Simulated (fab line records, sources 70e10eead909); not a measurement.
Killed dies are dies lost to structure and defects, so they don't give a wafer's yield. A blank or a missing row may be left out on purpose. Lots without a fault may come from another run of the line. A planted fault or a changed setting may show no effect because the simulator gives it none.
fab line records | flow nand_harc
record lots=6 wafers=18 last_day=31
route steps=1302 shown A_STAIRCASE@732 END@1302
lots that met no fault: from a run of the same line without faults
start_h: hours from the record's first day to the start of the lot's first wafer shown | wait_h: hours since the lot's step before | " the same as in the row above | L1.1+2: a row that stands for several wafers | - no value, or no start given | * or withheld: withheld | < > ~ a bound
route shown NAME@n: a module of which the file shows steps, and the number in the route of the first | usual: mean/standard deviation of fault-free wafers | same: alike in all rows | chamber/n: place in a boat | sites: the reading at each site | _std_site: their standard deviation | _edge_site: outer sites' mean less inner sites' | radius_mm: how far each site lies from the wafer's centre | mask NAME#n: copy n | behind: the tool/chamber that last shaped the wafer | hold: why the lot was held/for how many hours/how that ended | device: the transistor (n, p or np) that didn't switch | end of line: the same wafers' tests at the end of the route | a step without rows: its recipe alone | killed: dies lost to structure and defects at the first sort, not the wafer's yield | map: a wafer's dies, x killed, . not, _ none there
set.NAME: the setting as run; set.NAME@STEP: as run at that earlier step | model.NAME: the simulator's own value behind a step, which no gauge read
lots at some steps of the route; a table a step, a row a wafer
services: from which hour (start_h, from the record's first day; less than 0 if before it) a tool's chamber was out of use, for how many hours, and why
## steps
# step NHARC_A_STAIRCASE_HARDBAKE_218
# recipe temp_c=120 time_s=140
# step NHARC_A_STAIRCASE_DESCUM_219
# recipe time_s=3 o2_flow_sccm=200 ar_flow_sccm=0 bias_power_w=0 chemistry=O2
# usual drypump_motor_current_A=5.7/0.35 oes_product_au=0.999/0.015 rf_vpp_V=57.8/0.87 showerhead_plenum_p_Torr=1.92/0.09 throttle_valve_pct=11.311/0.01
# columns lot.wafer tool chamber start_h wait_h drypump_motor_current_A oes_product_au rf_hours_counter_h rf_vpp_V showerhead_plenum_p_Torr throttle_valve_pct
L367.2 rie_diel-13 2 416.63 - 5.2 1.014 17 58.5 1.99 11.311
L367.4 " 3 " " 5.2 0.970 22 57.3 2.03 11.301
L367.1 " 0 " " 5.6 0.991 25 57.7 1.91 11.322
L371.2 rie_diel-04 3 439.82 - 6.2 0.994 20 58.3 1.82 11.285
L371.6 " 1 " " 5.4 0.989 - 57.5 1.89 11.290
L371.5 " 2 " " 5.6 0.990 - 57.4 1.78 11.300
L377.4 rie_diel-13 1 504.33 - 5.8 1.023 52 57.8 1.79 11.301
L377.1 " 2 " " 5.2 1.004 45 59.0 1.98 11.280
L377.2 " 3 " " 5.2 0.980 52 57.7 2.02 11.290
L376.1 rie_diel-04 0 504.98 - 5.7 1.013 39 56.9 2.02 11.306
L376.3 " 2 " " 5.6 1.001 46 56.1 1.77 11.314
L376.2 " 3 " " 6.1 0.993 42 56.0 1.81 11.307
L380.2 rie_diel-09 1 541.52 - 5.9 0.991 11 57.8 1.83 11.308
L380.4 " 3 " " 5.4 1.025 13 58.2 1.85 11.327
L380.1 " 0 " " 6.0 0.981 12 57.3 2.04 11.305
L381.2 rie_diel-09 2 554.58 - 6.2 0.986 17 58.7 1.96 11.313
L381.4 " 3 " " 5.4 1.010 19 58.2 1.85 11.313
L381.5 " 2 " " 6.2 0.988 - 57.9 1.97 11.314
# step NHARC_A_STAIRCASE_TRIM_220
# recipe time_s=211.2 o2_flow_sccm=500 ar_flow_sccm=0 bias_w=0 chemistry=O2
# usual chamber_pressure_mTorr=59.99/0.059 drypump_motor_current_A=5.7/0.34 oes_product_au=0.999/0.013 rf_vpp_V=57.9/0.94 showerhead_plenum_p_Torr=3.52/0.15 throttle_valve_pct=17.037/0.0093
# same bias_w=0
# columns lot.wafer tool chamber start_h wait_h chamber_pressure_mTorr drypump_motor_current_A oes_product_au rf_hours_counter_h rf_vpp_V showerhead_plenum_p_Torr throttle_valve_pct
L367.2 rie_diel-13 0 416.86 0.2 59.88 5.6 1.005 25 57.5 3.52 17.031
L367.4 " 2 " " 60.10 5.2 1.004 17 58.1 3.65 17.036
L367.1 " 3 " " 59.93 5.2 0.981 22 57.5 3.73 17.028
L371.2 rie_diel-04 2 439.91 0.1 59.99 5.6 0.986 20 56.8 3.30 17.034
L371.6 " 1 " " 59.97 5.4 0.989 - 58.0 3.48 17.039
L371.5 " 2 " " 59.90 5.6 0.993 - 56.7 3.30 17.037
L376.1 rie_diel-04 2 505.08 0.1 60.09 5.6 1.001 46 57.8 3.28 17.031
L376.2 " 3 " " 59.99 6.2 1.000 42 57.2 3.35 17.045
L376.3 " 0 " " 59.88 5.7 1.014 39 60.4 3.71 17.027
L377.4 rie_diel-13 1 505.14 0.8 59.97 5.8 1.013 53 57.5 3.32 17.023
L377.1 " 2 " " 60.04 5.2 1.010 46 58.4 3.64 17.039
L377.2 " 3 " " 60.01 5.2 0.972 53 57.9 3.72 17.037
L380.2 rie_diel-09 1 541.60 0.1 60.02 5.9 0.982 12 56.8 3.39 17.029
L380.4 " 2 " " 60.04 6.2 0.996 13 58.9 3.62 17.040
L380.1 " 3 " " 60.06 5.3 1.021 13 57.5 3.42 17.053
L381.4 rie_diel-09 0 555.17 0.6 60.02 6.1 0.988 18 58.1 3.74 17.041
L381.2 " 1 " " 60.07 5.9 1.009 16 57.5 3.39 17.039
L381.5 " 3 " " 60.06 5.4 1.024 - 56.9 3.41 17.051
# step NHARC_A_STAIRCASE_ETCH_221
# recipe target_depth_a=1000 time_s=40.5 ion_energy_ev=400 c4f8_flow_sccm=20 o2_flow_sccm=10 ar_flow_sccm=withheld rf_w=600 bias_w=1000 chemistry=C4F8/O2
# step NHARC_A_STAIRCASE_TRIM_222
# recipe time_s=211.2 o2_flow_sccm=500 ar_flow_sccm=0 bias_w=0 chemistry=O2
# step NHARC_A_STAIRCASE_ETCH_223
# recipe target_depth_a=1000 time_s=40.5 ion_energy_ev=400 c4f8_flow_sccm=20 o2_flow_sccm=10 ar_flow_sccm=withheld rf_w=600 bias_w=1000 chemistry=C4F8/O2
# usual oes_product_au=0.944/0.015 rf_vpp_V=896/5.7
# columns lot.wafer tool chamber start_h wait_h oes_product_au rf_hours_counter_h rf_vpp_V
L367.4 rie_diel-13 0 - - 0.953 25 896
L367.2 " 1 " " 0.931 25 890
L367.1 " 3 " " 0.928 23 904
L371.2 rie_diel-04 2 - - 0.930 21 887
L371.5 " 3 " " 0.936 - 891
L371.6 " 0 " " 0.966 - 900
L376.2 rie_diel-04 0 - - 0.967 39 903
L376.3 " 1 " " 0.931 40 893
L376.1 " 2 " " 0.940 46 886
L377.4 rie_diel-13 0 - - 0.946 55 895
L377.1 " 1 " " 0.974 53 888
L377.2 " 3 " " 0.927 53 902
L380.1 rie_diel-09 0 - - 0.917 12 904
L380.4 " 1 " " 0.910 12 891
L380.2 " 2 " " 0.935 13 899
L381.2 rie_diel-09 3 - - 0.969 19 891
L381.4 " 0 " " 0.909 18 903
L381.5 " 2 " " 0.923 - 900
# step NHARC_A_STAIRCASE_TRIM_224
# recipe time_s=211.2 o2_flow_sccm=500 ar_flow_sccm=0 bias_w=0 chemistry=O2
# step NHARC_A_STAIRCASE_ETCH_225
# recipe target_depth_a=1000 time_s=40.5 ion_energy_ev=400 c4f8_flow_sccm=20 o2_flow_sccm=10 ar_flow_sccm=withheld rf_w=600 bias_w=1000 chemistry=C4F8/O2
# step NHARC_A_STAIRCASE_TRIM_226
# recipe time_s=211.2 o2_flow_sccm=500 ar_flow_sccm=0 bias_w=0 chemistry=O2
# usual chamber_pressure_mTorr=60.00/0.053 drypump_motor_current_A=5.7/0.34 oes_product_au=1.000/0.015 rf_vpp_V=57.8/0.97 showerhead_plenum_p_Torr=3.52/0.15 throttle_valve_pct=17.037/0.0094
# same bias_w=0
# columns lot.wafer tool chamber start_h wait_h chamber_pressure_mTorr drypump_motor_current_A oes_product_au rf_hours_counter_h rf_vpp_V showerhead_plenum_p_Torr throttle_valve_pct
L367.2 rie_diel-13 0 - - 59.94 5.6 1.008 25 56.8 3.52 17.034
L367.4 " 2 " " 60.09 5.2 1.013 18 56.8 3.65 17.047
L367.1 " 3 " " 59.96 5.2 0.983 23 57.3 3.73 17.060
L371.2 rie_diel-04 0 - - 59.96 5.7 1.018 20 57.0 3.72 17.037
L371.6 " 3 " " 59.96 6.2 1.004 - 56.7 3.36 17.014
L371.5 " 0 " " 60.02 5.7 1.010 - 58.8 3.72 17.043
L376.2 rie_diel-04 3 - - 60.00 6.2 0.998 42 57.4 3.35 17.038
L376.1 " 0 " " 60.00 5.8 1.030 39 58.8 3.71 17.018
L376.3 " 1 " " 59.99 5.4 1.000 40 57.5 3.47 17.041
L377.4 rie_diel-13 0 - - 60.07 5.6 1.014 55 56.7 3.51 17.021
L377.2 " 1 " " 60.03 5.9 1.007 53 57.0 3.32 17.040
L377.1 " 2 " " 59.94 5.2 1.007 47 59.2 3.64 17.036
L380.4 rie_diel-09 1 - - 60.10 5.9 0.978 12 57.8 3.39 17.041
L380.2 " 2 " " 60.06 6.2 0.990 13 59.4 3.62 17.027
L380.1 " 0 " " 60.01 6.1 0.984 12 57.0 3.74 17.048
L381.4 rie_diel-09 3 - - 60.12 5.3 1.028 19 58.1 3.41 17.038
L381.2 " 2 " " 59.90 6.3 0.990 17 57.2 3.62 17.027
L381.5 " 3 " " 60.02 5.4 1.028 - 58.7 3.41 17.031
# step NHARC_A_STAIRCASE_ETCH_227
# recipe target_depth_a=1000 time_s=40.5 ion_energy_ev=400 c4f8_flow_sccm=20 o2_flow_sccm=10 ar_flow_sccm=withheld rf_w=600 bias_w=1000 chemistry=C4F8/O2
# usual oes_product_au=0.943/0.014 rf_vpp_V=896/5.7
# columns lot.wafer tool chamber start_h wait_h oes_product_au rf_hours_counter_h rf_vpp_V
L367.1 rie_diel-13 0 - - 0.945 25 895
L367.4 " 1 " " 0.944 25 889
L367.2 " 2 " " 0.951 18 899
L371.2 rie_diel-04 2 - - 0.924 21 887
L371.5 " 1 " " 0.933 - 895
L371.6 " 2 " " 0.922 - 888
L376.3 rie_diel-04 3 - - 0.938 42 890
L376.2 " 1 " " 0.935 41 894
L376.1 " 2 " " 0.947 47 887
L377.4 rie_diel-13 2 - - 0.944 47 899
L377.2 " 3 " " 0.921 53 902
L377.1 " 0 " " 0.961 55 894
L380.2 rie_diel-09 3 - - 0.963 14 893
L380.4 " 0 " " 0.922 12 902
L380.1 " 1 " " 0.912 12 890
L381.2 rie_diel-09 0 - - 0.932 18 905
L381.4 " 1 " " 0.942 16 893
L381.5 " 2 " " 0.933 - 900
# step NHARC_A_STAIRCASE_TRIM_229
# recipe time_s=211.2 o2_flow_sccm=500 ar_flow_sccm=0 bias_w=0 chemistry=O2
# usual bias_w=0/0 chamber_pressure_mTorr=60.00/0.064 drypump_motor_current_A=5.7/0.33 oes_product_au=0.998/0.015 rf_vpp_V=57.8/0.83 showerhead_plenum_p_Torr=3.51/0.16 throttle_valve_pct=17.036/0.0099
# columns lot.wafer tool chamber start_h wait_h bias_w chamber_pressure_mTorr drypump_motor_current_A oes_product_au rf_hours_counter_h rf_vpp_V showerhead_plenum_p_Torr throttle_valve_pct
L367.2 rie_diel-04 2 418.03 0.1 0 60.02 5.6 0.984 14 57.1 3.30 17.038
L367.1 " 3 " " 0 59.96 6.2 1.002 13 57.6 3.36 17.031
L367.4 " 2 " " 0 59.91 5.6 0.979 - 57.3 3.30 17.033
L371.2 rie_diel-04 3 441.20 0.2 0 60.02 6.2 1.002 21 58.2 3.36 17.035
L371.6 " 3 " " 0 59.96 6.2 1.007 - 56.7 3.36 17.035
L371.5 " 0 " " 0 60.06 5.7 1.023 - 58.2 3.72 17.050
L377.2 rie_diel-13 1 506.16 0.1 - - - - - - - -
L377.4 " 2 " " - - - - - - - -
L377.1 " 3 " " - - - - - - - -
L376.3 rie_diel-04 3 506.17 0.1 - - - - - - - -
L376.2 " 1 " " - - - - - - - -
L376.1 " 2 " " - - - - - - - -
L380.4 rie_diel-09 1 542.64 0.1 0 59.98 5.9 0.975 12 57.0 3.39 17.025
L380.2 " 2 " " 0 59.82 6.2 0.992 13 58.0 3.62 17.035
L380.1 " 3 " " 0 60.12 5.4 1.019 14 57.1 3.42 17.045
L381.4 rie_diel-09 1 556.20 0.1 0 60.03 5.9 0.982 16 58.3 3.39 17.047
L381.2 " 2 " " 0 60.12 6.2 0.990 18 59.0 3.62 17.040
L381.5 " 0 " " 0 60.05 6.1 0.990 - 58.8 3.74 17.026
# step NHARC_A_STAIRCASE_ETCH_230
# recipe target_depth_a=1000 time_s=40.5 ion_energy_ev=400 c4f8_flow_sccm=20 o2_flow_sccm=10 ar_flow_sccm=withheld rf_w=600 bias_w=1000 chemistry=C4F8/O2
# step NHARC_END_SORT_01
# recipe temp_c=25
# usual killed_at_array=54/17 killed_at_other=0.7/1 killed_at_periphery=3.7/2.9 killed_dies=58/16 killed_open=3.2/1.9 killed_short=2.2/1.5
# same gross_dies=677
# columns lot.wafer tool chamber start_h wait_h killed_at_array killed_at_other killed_at_periphery killed_dies killed_open killed_short
L367.1 prober-02 0 615.30 2.5 45 0 2 47 5 4
L367.2 prober-02 0 616.11 2.8 50 1 3 54 7 4
L367.4 prober-02 0 617.72 3.4 55 0 4 59 6 3
L371.2 prober-02 0 646.41 2.8 69 1 7 77 2 1
L371.5 prober-02 0 648.78 3.7 55 2 5 62 2 3
L371.6 prober-02 0 649.57 4.0 94 3 2 99 2 0
L377.1 prober-02 0 698.58 2.5 674 0 3 677 1 4
L377.2 prober-02 0 699.38 2.8 673 2 2 677 0 3
L377.4 prober-02 0 700.98 3.4 675 1 1 677 2 0
L376.1 prober-01 0 706.24 2.5 675 0 2 677 1 0
L376.2 prober-01 0 707.02 2.8 671 0 6 677 3 5
L376.3 prober-01 0 707.81 3.0 670 0 7 677 3 0
L380.1 prober-01 0 736.09 2.5 81 0 1 82 2 2
L380.2 prober-01 0 736.88 2.8 93 0 1 94 4 0
L380.4 prober-01 0 738.46 3.4 88 1 4 93 3 3
L381.2 prober-02 0 751.33 2.8 48 0 7 55 5 1
L381.4 prober-02 0 752.94 3.4 49 1 6 56 2 1
L381.5 prober-02 0 753.75 3.7 51 0 8 59 3 1
# killed by level:class
L367.1 A_CHANNEL_HOLE_D2:chamber_film_flake=30 A_CONTACT:chamber_film_flake=6 A_CHANNEL_FILL_D1:geometric_particle:open=2 P_M0:geometric_particle:open=1 P_M2:geometric_particle:open=1 A_CHANNEL_FILL_D1:geometric_particle:short=1 A_DECK1_JOINT:geometric_particle:short=1 A_CHANNEL_FILL_D2:geometric_particle:short=1
L367.2 A_CHANNEL_HOLE_D2:chamber_film_flake=33 A_CONTACT:chamber_film_flake=4 P_ZERO_WELL:chamber_film_flake=2 P_CONTACT:geometric_particle:short=1 A_ONON_D1:geometric_particle:open=1 A_CHANNEL_FILL_D1:geometric_particle:open=1 A_DECK1_JOINT:geometric_particle:short=1 A_ONON_D2:geometric_particle:open=1
L367.4 A_CHANNEL_HOLE_D2:chamber_film_flake=33 A_CONTACT:chamber_film_flake=9 P_GATE:chamber_film_flake=2 A_CHANNEL_HOLE_D1:chamber_film_flake=2 P_CONTACT:geometric_particle:open=1 P_M0:geometric_particle:open=1 A_ONON_D1:geometric_particle:open=1 A_ONON_D1:geometric_particle:short=1
L371.2 A_CHANNEL_HOLE_D2:chamber_film_flake=36 A_SLIT:chamber_film_flake=12 A_CONTACT:chamber_film_flake=11 P_GATE:chamber_film_flake=5 A_CHANNEL_HOLE_D1:chamber_film_flake=5 A_CHANNEL_FILL_D1:geometric_particle:short=1 A_CHANNEL_FILL_D2:geometric_particle:open=1 A_STAIRCASE:geometric_particle:open=1
L371.5 A_CHANNEL_HOLE_D2:chamber_film_flake=35 A_SLIT:chamber_film_flake=13 P_GATE:geometric_particle:open=2 A_WL_FILL:geometric_particle:short=2 A_CHANNEL_FILL_D2:chamber_film_flake=2 A_STAIRCASE:chamber_film_flake=2 STARTING-WAFER:geometric_particle:short=1 P_ZERO_WELL:chamber_film_flake=1
L371.6 A_CHANNEL_HOLE_D2:chamber_film_flake=43 A_SLIT:chamber_film_flake=38 A_CONTACT:chamber_film_flake=4 A_CHANNEL_HOLE_D1:chamber_film_flake=2 A_SGD_CUT:chamber_film_flake=2 HYBRID_BOND:chamber_film_flake=2 A_DECK1_JOINT:geometric_particle:open=1 A_CONTACT:geometric_particle:open=1
L377.1 A_STAIRCASE:area_trim=605 A_SLIT:chamber_film_flake=33 A_CHANNEL_HOLE_D1:chamber_film_flake=24 A_STAIRCASE:chamber_film_flake=4 P_GATE:chamber_film_flake=2 A_CHANNEL_HOLE_D1:geometric_particle:short=1 A_ONON_D2:geometric_particle:short=1 A_CHANNEL_FILL_D2:geometric_particle:short=1
L377.2 A_STAIRCASE:area_trim=621 A_CHANNEL_HOLE_D1:chamber_film_flake=33 A_SLIT:chamber_film_flake=13 A_CONTACT:chamber_film_flake=2 THIN_TSV:chamber_film_flake=2 A_CHANNEL_FILL_D2:geometric_particle:short=1 A_STAIRCASE:geometric_particle:short=1 A_SGD_CUT:geometric_particle:short=1
L377.4 A_STAIRCASE:area_trim=612 A_CHANNEL_HOLE_D1:chamber_film_flake=31 A_SLIT:chamber_film_flake=19 A_STAIRCASE:chamber_film_flake=4 A_CHANNEL_HOLE_D1:geometric_particle:open=2 A_CHANNEL_FILL_D2:chamber_film_flake=2 A_CONTACT:chamber_film_flake=2 P_ZERO_WELL:chamber_film_flake=1
L376.1 A_STAIRCASE:area_trim=626 A_CHANNEL_HOLE_D2:chamber_film_flake=14 A_CHANNEL_HOLE_D1:chamber_film_flake=12 A_CONTACT:chamber_film_flake=10 A_CHANNEL_FILL_D2:chamber_film_flake=3 A_STAIRCASE:chamber_film_flake=3 A_SLIT:chamber_film_flake=3 P_M0:geometric_particle:open=1
L376.2 A_STAIRCASE:area_trim=629 A_CHANNEL_HOLE_D2:chamber_film_flake=17 A_CHANNEL_HOLE_D1:chamber_film_flake=7 P_BONDPAD:chamber_film_flake=4 A_CONTACT:chamber_film_flake=3 A_BLC:geometric_particle:open=2 A_CHANNEL_FILL_D1:chamber_film_flake=2 A_DECK1_JOINT:chamber_film_flake=2
L376.3 A_STAIRCASE:area_trim=636 A_CHANNEL_HOLE_D2:chamber_film_flake=19 A_CHANNEL_HOLE_D1:chamber_film_flake=6 A_SLIT:chamber_film_flake=4 P_BONDPAD:chamber_film_flake=3 P_GATE:geometric_particle:open=1 P_CONTACT:geometric_particle:open=1 A_DECK1_JOINT:geometric_particle:open=1
L380.1 A_CHANNEL_HOLE_D1:chamber_film_flake=29 A_CHANNEL_HOLE_D2:chamber_film_flake=24 A_SLIT:chamber_film_flake=12 A_CONTACT:chamber_film_flake=5 A_SGD_CUT:chamber_film_flake=3 A_WL_FILL:chamber_film_flake=2 P_M1:geometric_particle:open=1 A_DECK1_JOINT:geometric_particle:short=1
L380.2 A_SLIT:chamber_film_flake=34 A_CHANNEL_HOLE_D1:chamber_film_flake=33 A_CHANNEL_HOLE_D2:chamber_film_flake=13 A_CONTACT:chamber_film_flake=6 A_CHANNEL_FILL_D1:geometric_particle:open=1 A_ONON_D2:geometric_particle:open=1 A_WL_FILL:geometric_particle:open=1 A_M1:geometric_particle:open=1
L380.4 A_CHANNEL_HOLE_D1:chamber_film_flake=30 A_SLIT:chamber_film_flake=30 A_CHANNEL_HOLE_D2:chamber_film_flake=15 A_SGD_CUT:chamber_film_flake=7 A_CONTACT:chamber_film_flake=2 P_CONTACT:geometric_particle:short=1 P_M0:geometric_particle:open=1 P_M0:geometric_particle:short=1
L381.2 A_SLIT:chamber_film_flake=26 A_CHANNEL_HOLE_D1:chamber_film_flake=12 A_STAIRCASE:chamber_film_flake=3 A_CONTACT:chamber_film_flake=3 P_GATE:geometric_particle:open=2 P_CONTACT:chamber_film_flake=2 A_WL_FILL:geometric_particle:short=1 A_WL_FILL:geometric_particle:open=1
L381.4 A_SLIT:chamber_film_flake=37 A_CHANNEL_HOLE_D1:chamber_film_flake=4 A_STAIRCASE:chamber_film_flake=4 P_CONTACT:chamber_film_flake=2 A_CONTACT:chamber_film_flake=2 P_STI:geometric_particle:open=1 A_CHANNEL_FILL_D1:geometric_particle:short=1 STARTING-WAFER:geometric_particle:open=1
L381.5 A_SLIT:chamber_film_flake=30 A_CONTACT:chamber_film_flake=9 A_CHANNEL_HOLE_D1:chamber_film_flake=6 P_CONTACT:chamber_film_flake=4 P_M1:chamber_film_flake=2 A_STAIRCASE:chamber_film_flake=2 A_ONON_D1:geometric_particle:open=1 A_ONON_D2:geometric_particle:short=1
# map L376.1 (x killed, . not)
____________x____________
_________xxxxxxx_________
_______xxxxxxxxxxx_______
______xxxxxxxxxxxxx______
_____xxxxxxxxxxxxxxx_____
____xxxxxxxxxxxxxxxxx____
____xxxxxxxxxxxxxxxxx____
___xxxxxxxxxxxxxxxxxxx___
___xxxxxxxxxxxxxxxxxxx___
__xxxxxxxxxxxxxxxxxxxxx__
__xxxxxxxxxxxxxxxxxxxxx__
_xxxxxxxxxxxxxxxxxxxxxxx_
_xxxxxxxxxxxxxxxxxxxxxxx_
_xxxxxxxxxxxxxxxxxxxxxxx_
_xxxxxxxxxxxxxxxxxxxxxxx_
_xxxxxxxxxxxxxxxxxxxxxxx_
xxxxxxxxxxxxxxxxxxxxxxxxx
xxxxxxxxxxxxxxxxxxxxxxxxx
xxxxxxxxxxxxxxxxxxxxxxxxx
xxxxxxxxxxxxxxxxxxxxxxxxx
xxxxxxxxxxxxxxxxxxxxxxxxx
_xxxxxxxxxxxxxxxxxxxxxxx_
_xxxxxxxxxxxxxxxxxxxxxxx_
_xxxxxxxxxxxxxxxxxxxxxxx_
_xxxxxxxxxxxxxxxxxxxxxxx_
_xxxxxxxxxxxxxxxxxxxxxxx_
__xxxxxxxxxxxxxxxxxxxxx__
__xxxxxxxxxxxxxxxxxxxxx__
___xxxxxxxxxxxxxxxxxxx___
___xxxxxxxxxxxxxxxxxxx___
____xxxxxxxxxxxxxxxxx____
____xxxxxxxxxxxxxxxxx____
_____xxxxxxxxxxxxxxx_____
______xxxxxxxxxxxxx______
_______xxxxxxxxxxx_______
_________xxxxxxx_________
____________x____________
# map L377.1 (x killed, . not)
____________x____________
_________xxxxxxx_________
_______xxxxxxxxxxx_______
______xxxxxxxxxxxxx______
_____xxxxxxxxxxxxxxx_____
____xxxxxxxxxxxxxxxxx____
____xxxxxxxxxxxxxxxxx____
___xxxxxxxxxxxxxxxxxxx___
___xxxxxxxxxxxxxxxxxxx___
__xxxxxxxxxxxxxxxxxxxxx__
__xxxxxxxxxxxxxxxxxxxxx__
_xxxxxxxxxxxxxxxxxxxxxxx_
_xxxxxxxxxxxxxxxxxxxxxxx_
_xxxxxxxxxxxxxxxxxxxxxxx_
_xxxxxxxxxxxxxxxxxxxxxxx_
_xxxxxxxxxxxxxxxxxxxxxxx_
xxxxxxxxxxxxxxxxxxxxxxxxx
xxxxxxxxxxxxxxxxxxxxxxxxx
xxxxxxxxxxxxxxxxxxxxxxxxx
xxxxxxxxxxxxxxxxxxxxxxxxx
xxxxxxxxxxxxxxxxxxxxxxxxx
_xxxxxxxxxxxxxxxxxxxxxxx_
_xxxxxxxxxxxxxxxxxxxxxxx_
_xxxxxxxxxxxxxxxxxxxxxxx_
_xxxxxxxxxxxxxxxxxxxxxxx_
_xxxxxxxxxxxxxxxxxxxxxxx_
__xxxxxxxxxxxxxxxxxxxxx__
__xxxxxxxxxxxxxxxxxxxxx__
___xxxxxxxxxxxxxxxxxxx___
___xxxxxxxxxxxxxxxxxxx___
____xxxxxxxxxxxxxxxxx____
____xxxxxxxxxxxxxxxxx____
_____xxxxxxxxxxxxxxx_____
______xxxxxxxxxxxxx______
_______xxxxxxxxxxx_______
_________xxxxxxx_________
____________x____________
## services
# columns tool chamber start_h hours kind
rie_diel-09 1 399.58 2.5 repair
rie_diel-04 0 415.14 - clean
rie_diel-04 1 415.14 - clean
rie_diel-04 2 415.14 - clean
rie_diel-04 3 415.14 - clean
rie_diel-04 0 439.64 - clean
rie_diel-04 1 439.64 - clean
rie_diel-04 2 439.64 - clean
rie_diel-04 3 439.64 - clean
rie_diel-09 1 443.80 8.7 repair
rie_diel-04 0 464.35 - clean
rie_diel-04 1 464.35 - clean
rie_diel-04 2 464.35 - clean
rie_diel-04 3 464.35 - clean
rie_diel-04 0 488.91 - clean
rie_diel-04 1 488.91 - clean
rie_diel-04 2 488.91 - clean
rie_diel-04 3 488.91 - clean
rie_diel-09 - 497.14 9.0 pm
rie_diel-04 0 513.41 - clean
rie_diel-04 1 513.41 - clean
rie_diel-13 - 519.23 9.0 pm
rie_diel-04 - 534.14 9.0 pm
rie_diel-13 0 543.73 4.0 repair
## key
first_sign step=NHARC_A_STAIRCASE_TRIM_229 reading=tool_record direction=missing
effect step=NHARC_END_SORT_01 reading=killed_dies direction=up sigmas=38 usual=58 struck=677
more_kills_born_at NHARC_A_STAIRCASE_TRIM_229@rie_diel-04=1892 NHARC_A_STAIRCASE_TRIM_229@rie_diel-13=1838
met_at NHARC_A_STAIRCASE_TRIM_229
struck_wafers L376.1,L376.2,L376.3,L377.1,L377.2,L377.4
later_rows_left_out L376.1,L376.2,L376.3,L377.1,L377.2,L377.4
tester_left_out L376,L377
onset_between 441.20 506.16
fault kind=skipped_step_whole tool=rie_diel-04,rie_diel-13 chamber=- onset_h=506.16 steps=NHARC_A_STAIRCASE_TRIM_229 scope=struck_lots_only
# tester_left_out: of these lots the tester's yield and bins aren't shown, on N5 and GAA mostly nor the transistor test; their killed dies are dies lost to structure and defects alone, not to doping, threshold or leakage, so they don't give the yield
# later_rows_left_out: the simulator's readings of these wafers behind a module that went badly wrong aren't trusted and aren't shown, but for the sort
